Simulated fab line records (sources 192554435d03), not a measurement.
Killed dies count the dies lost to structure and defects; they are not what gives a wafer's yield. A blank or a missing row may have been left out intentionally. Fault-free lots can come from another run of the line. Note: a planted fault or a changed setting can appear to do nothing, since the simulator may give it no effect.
Lot-split experiment    flow n5_finfet    21 wafers read across 7 lots, on a route 1938 steps long

## THE SPLIT
At N5_BEOL_M6_HM_DEP_02 (deposits TiN, target thk 20 nm), the setting target_thk_a was moved away from the recipe's 200 angstrom on 7 of the 21 wafers read, by -13.2% to +10.2%. This setting was run at the recipe's value on the other wafers.

The split's own step is where the reading is taken.

## THE READING
TiN_of_BEOL_M6_HM_DEP_02.thk_nm (the simulator's own value, which no gauge read), in nm, at N5_BEOL_M6_HM_DEP_02 (deposits TiN, target thk 20 nm). The file gives no usual value for it. Here, 14 wafers ran the recipe; their average is 20.0 nm with a standard deviation of 0.27 nm.

wafer   tool, chamber at the split  target_thk_a as run, angstrom  against the recipe  TiN_of_BEOL_M6_HM_DEP_02.thk_nm, nm  against lot-mates on the recipe
L074.1  pvd_sputter-02, -           200                            recipe              20.4                                 -
L074.2  pvd_sputter-02, -           200                            recipe              20.2                                 -
L074.4  pvd_sputter-02, -           185.8                          -7.1%               18.6                                 -1.7
L075.4  pvd_sputter-01, -           200                            recipe              20.2                                 -
L075.5  pvd_sputter-01, -           200                            recipe              20                                   -
L075.6  pvd_sputter-01, -           200                            recipe              20                                   -
L078.1  pvd_sputter-03, -           200                            recipe              20                                   -
L078.3  pvd_sputter-03, -           200                            recipe              20.2                                 -
L078.6  pvd_sputter-03, -           200                            recipe              20.4                                 -
L081.3  pvd_sputter-02, -           219.2                          +9.6%               21.8                                 +2.0
L081.4  pvd_sputter-02, -           219.2                          +9.6%               21.8                                 +2.0
L081.5  pvd_sputter-02, -           200                            recipe              19.8                                 -
L089.2  pvd_sputter-03, -           200                            recipe              19.8                                 -
L089.5  pvd_sputter-03, -           173.7                          -13.2%              17.4                                 -2.4
L089.6  pvd_sputter-03, -           173.7                          -13.2%              17.4                                 -2.4
L091.1  pvd_sputter-02, -           200                            recipe              19.6                                 -
L091.3  pvd_sputter-02, -           200                            recipe              19.6                                 -
L091.5  pvd_sputter-02, -           216.8                          +8.4%               21.4                                 +1.8
L090.1  pvd_sputter-02, -           200                            recipe              19.6                                 -
L090.2  pvd_sputter-02, -           200                            recipe              19.8                                 -
L090.4  pvd_sputter-02, -           220.3                          +10.2%              21.6                                 +1.9

FIT RESULTS
A straight line over all 21 wafers: TiN_of_BEOL_M6_HM_DEP_02.thk_nm changes by +0.187 nm for each +1% of target_thk_a; r = +0.98; the points scatter about the line by 0.24 nm.
The same after taking each lot's own level away (the mean of its wafers on the recipe; 21 wafers): +0.196 nm for each +1%; r = +0.99; scatter 0.14 nm.
Per that fit: largest target_thk_a move, reading shift of 2.6 nm.
Measured against the standard deviation above, the lots' own levels, which go from 19.60 to 20.30 nm, span 2.6 times it.
The two slopes agree, so the slope changes little with the lot-to-lot level.
Check: for one of the wafers moved furthest among these (-13.2%), held out of the fit, the line's prediction against its lot-mates is -2.63 nm. It came out at -2.4 nm against them.

## OTHER SPLITS ON THESE WAFERS
Note: prior to the reading, these wafers also went through further splits. Each is held against what the fit with the lots' levels taken away leaves over:
other split on the same wafers    wafers away from the commonest value  r with TiN_of_BEOL_M6_HM_DEP_02.thk_nm (lot level and that fit taken away)
N5_BEOL_M2_COAT_73 temp_c         6                                     -0.15
N5_BEOL_M3_VIA_ETCH_34 time_s     10                                    +0.23
N5_BEOL_M3_TRENCH_ETCH_37 time_s  4                                     -0.60
N5_BEOL_M4_EXPOSE_08 dose_mj      6                                     -0.25
N5_BEOL_M5_ILD_DEP_00 time_s      6                                     +0.15
N5_BEOL_M5_PECVD_70 time_s        5                                     -0.30

## THE FILE'S OWN FIT
TiN_of_BEOL_M6_HM_DEP_02.thk_nm changes by +0.199 nm for each +1% of target_thk_a, r = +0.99.
